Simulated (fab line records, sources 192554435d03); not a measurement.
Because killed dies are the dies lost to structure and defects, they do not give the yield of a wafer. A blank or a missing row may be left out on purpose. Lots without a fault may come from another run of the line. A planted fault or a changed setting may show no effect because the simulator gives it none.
What tool caused it?	flow n5-finfet	10 lots, 30 wafers sampled, at 5 steps of a route of 1938

== WHAT EACH GAUGE READ, for each wafer ==
N5_BEOL_M4_OVL_MEAS_29. Usual: V3_OVL gives 0.7 nm (standard deviation 0.67).
lot	measured	on	V3_OVL (nm)	flag
L187	day 7 20:11	overlay-02	1.6 1.9 1.7	
L188	day 8 08:38	overlay-01	0.8 1.6 1.2	
L193	day 9 08:32	overlay-01	1.4 1.5 0.7	
L194	day 10 04:02	overlay-01	1.4 0.9 1.8	
L197	day 10 19:11	overlay-01	1.4 1.6 1.3	
L204	day 12 11:15	overlay-01	0.5 0.1 0.3	
L205	day 12 12:38	overlay-02	1.7 1.2 1.4	
L207	day 13 01:31	overlay-02	-0.1 0.0 0.5	
L208	day 13 04:46	overlay-02	0.3 0.4 0.2	
L203	day 13 22:37	overlay-02	-0.6 -1.2 -0.7	

N5_BEOL_M4_INSPECT_30: inspects for defects (brightfield). Usual: 468 for raw-defect-count, sd 98.
lot	measured	on	raw-defect-count	flag
L187	day 7 20:14	defect-inspect-01	299 278 352	
L188	day 8 08:41	defect-inspect-02	397 426 767	
L193	day 9 08:36	defect-inspect-01	425 422 448	
L194	day 10 04:05	defect-inspect-01	533 296 366	
L197	day 10 19:14	defect-inspect-01	373 312 353	
L204	day 12 11:18	defect-inspect-02	552 441 719	
L205	day 12 12:40	defect-inspect-01	545 477 665	
L207	day 13 01:34	defect-inspect-01	346 322 399	
L208	day 13 04:49	defect-inspect-01	382 490 484	
L203	day 13 22:40	defect-inspect-01	472 552 628	

N5_BEOL_M4_RC_MEAS_101. Usual: DIBL_N 36.1 mV/V, standard deviation 1.6; DIBL_P 35.8 mV/V, standard deviation 2.1; IOFF_N 0.16 nA/um, standard deviation 0.031; IOFF_P 0.21 nA/um, standard deviation 0.034; ION_N 673 uA/um, standard deviation 12; ION_P 461 uA/um, standard deviation 7.2; SS_N 71.4 mV/dec, standard deviation 0.59; SS_P 73.3 mV/dec, standard deviation 0.63; VT_N 250 mV, standard deviation 3.1; VT_P -250 mV, standard deviation 3.3.
lot	measured	on	DIBL_N (mV/V)	DIBL_P (mV/V)	IOFF_N (nA/um)	IOFF_P (nA/um)	ION_N (uA/um)	ION_P (uA/um)	SS_N (mV/dec)	SS_P (mV/dec)	VT_N (mV)	VT_P (mV)	flag
L187	day 8 07:31	prober-01	35.3 38.5 36.4	35.4 38.8 37.1	0.15 0.21 0.16	0.19 0.24 0.23	674 687 674	457 461 465	71.6 72.6 71.7	73.0 73.6 73.4	249 245 250	-251 -249 -247	
L188	day 8 18:02	prober-02	34.3 35.6 35.1	33.2 35.8 33.9	0.11 0.13 0.12	0.15 0.19 0.16	661 663 661	454 458 460	71.0 70.2 71.0	72.4 73.4 72.8	254 251 254	-255 -254 -254	
L193	day 9 23:06	prober-01	37.1 35.8 37.0	35.6 34.7 35.9	0.18 0.14 0.17	0.23 0.21 0.24	691 671 683	465 461 471	72.0 71.1 72.0	73.1 73.3 73.2	247 250 247	-249 -247 -245	
L194	day 10 12:10	prober-01	38.0 37.3 36.9	38.3 35.4 35.4	0.17 0.14 0.14	0.26 0.21 0.21	679 660 664	480 458 462	72.0 71.1 71.9	73.9 73.1 72.7	250 249 253	-244 -249 -248	
L197	day 11 06:13	prober-01	34.2 34.6 36.7	34.8 36.0 36.9	0.14 0.15 0.18	0.20 0.21 0.21	666 688 687	463 478 471	70.9 71.3 71.7	72.3 72.5 73.6	250 248 247	-249 -250 -254	
L204	day 12 17:00	prober-01	36.2 35.7 38.9	36.4 36.7 39.9	0.15 0.14 0.20	0.20 0.20 0.25	669 673 676	461 465 463	70.9 71.5 72.4	73.8 73.3 74.3	250 251 246	-251 -250 -247	
L205	day 12 20:27	prober-01	34.9 34.4 35.2	34.4 33.1 34.6	0.14 0.12 0.13	0.20 0.17 0.20	658 654 660	457 450 454	71.2 70.5 71.1	72.8 72.2 73.1	252 254 251	-249 -253 -250	
L207	day 13 12:44	prober-01	36.8 38.2 37.3	35.8 38.7 36.1	0.18 0.21 0.17	0.22 0.29 0.23	676 685 675	465 469 462	71.4 72.2 71.9	73.6 74.5 73.7	247 244 249	-247 -246 -249	
L208	day 13 13:10	prober-02	33.8 39.8 37.5	31.7 39.0 36.7	0.11 0.26 0.18	0.18 0.31 0.27	650 699 690	464 474 471	70.8 71.7 71.7	71.4 73.9 73.3	253 241 244	-249 -241 -244	
L203	day 14 08:28	prober-01	36.0 35.1 37.1	35.9 33.0 36.0	0.17 0.16 0.18	0.24 0.19 0.23	672 687 669	463 470 461	71.7 71.0 71.3	73.3 72.7 73.4	250 248 246	-246 -250 -248	

== WHAT TOOL EACH LOT RAN ON (gives the tool, then ch and the chambers of the sampled wafers, and finally the start) ==
lot	N5_BEOL_M4_STRIP_97	N5_BEOL_M4_SURFACE_TREAT_85
L187	rie-diel-01 ch 1,2,3, day 8 03:26	pvd-sputter-01, day 8 04:12
L188	rie-diel-01 ch 0,2,3, day 8 10:11	pvd-sputter-02, day 8 11:26
L193	rie-diel-04 ch 0,1,3, day 9 18:52	pvd-sputter-01, day 9 19:55
L194	rie-diel-02 ch 1,2,3, day 10 06:42	pvd-sputter-01, day 10 07:44
L197	rie-diel-04 ch 0,1,3, day 11 01:07	pvd-sputter-02, day 11 02:50
L204	rie-diel-04 ch 0,1, day 12 12:46	pvd-sputter-03, day 12 13:34
L205	rie-diel-02 ch 0,3, day 12 16:01	pvd-sputter-02, day 12 16:58
L207	rie-diel-02 ch 0,1,2, day 13 08:41	pvd-sputter-01, day 13 09:37
L208	rie-diel-04 ch 0,1, day 13 08:43	pvd-sputter-01, day 13 09:41
L203	rie-diel-04 ch 1,2,3, day 14 02:09	pvd-sputter-02, day 14 04:08
- N5_BEOL_M4_STRIP_97: strips in N2/H2, time 10 s.
- N5_BEOL_M4_SURFACE_TREAT_85

== AS READ BY THE TOOLS THEMSELVES (means over the sampled wafers that have a number; for cases with no such wafer, the mark the record gives instead) ==
N5_BEOL_M4_STRIP_97. Usual: bias-power-w is 6.999 W with standard deviation 0.024, chamber-pressure-mTorr is 20.001 mTorr with standard deviation 0.017, drypump-motor-current-A is 5.9 A with standard deviation 0.45, oes-product-au is 0.77 a.u. with standard deviation 0.069, rf-vpp-V is 59.2 V with standard deviation 0.97, showerhead-plenum-p-Torr is 2.54 Torr with standard deviation 0.056, and throttle-valve-pct is 23.64 % with standard deviation 0.29.
lot	tool	bias-power-w (W)	chamber-pressure-mTorr (mTorr)	drypump-motor-current-A (A)	oes-product-au (a.u.)	rf-vpp-V (V)	showerhead-plenum-p-Torr (Torr)	throttle-valve-pct (%)	flag
L187	rie-diel-01	7.018	20.005	6.2	0.78	59.9	2.55	23.85	
L188	rie-diel-01	6.983	19.991	6.1	0.74	59.9	2.49	23.76	
L193	rie-diel-04	-	-	-	-	-	-	-	OFF
L194	rie-diel-02	-	-	-	-	-	-	-	OFF
L197	rie-diel-04	6.992	19.996	5.5	0.80	59.9	2.55	23.62	
L204	rie-diel-04	6.984	19.999	5.4	0.71	58.8	2.52	23.73	
L205	rie-diel-02	7.007	20.014	5.9	0.80	60.2	2.55	23.34	
L207	rie-diel-02	7.004	20.007	6.2	0.77	59.0	2.57	23.63	
L208	rie-diel-04	7.023	20.005	5.4	0.70	58.6	2.52	23.76	
L203	rie-diel-04	7.003	19.990	5.7	0.80	58.7	2.55	23.59	

== THE ANSWER, worked out from the rows above alone ==
Rule: a lot counts as off when the mean over its wafers that have a number is more than 3 standard deviations away from the usual mean. Also off: a lot with no number at a reading for which 4 or more lots have one. Where the step has rows for the other lots, those lots are counted as sound. Order of review: gauges by route order, followed by the tools' own readings, for which a lot's mean as printed above is used. The first step at which some lot is off is used, and at that step the reading that is off furthest; a lot without a number counts as furthest.
Off at N5_BEOL_M4_STRIP_97 (bias-power-w): L193, L194. Without a number there: L193, L194.
A tool fits if, at that step or a process step before it, it ran every lot that is off, and no sound lot after the first of them. None of those tried fits.

== WHAT WAS PUT IN BY THE SIMULATOR ==
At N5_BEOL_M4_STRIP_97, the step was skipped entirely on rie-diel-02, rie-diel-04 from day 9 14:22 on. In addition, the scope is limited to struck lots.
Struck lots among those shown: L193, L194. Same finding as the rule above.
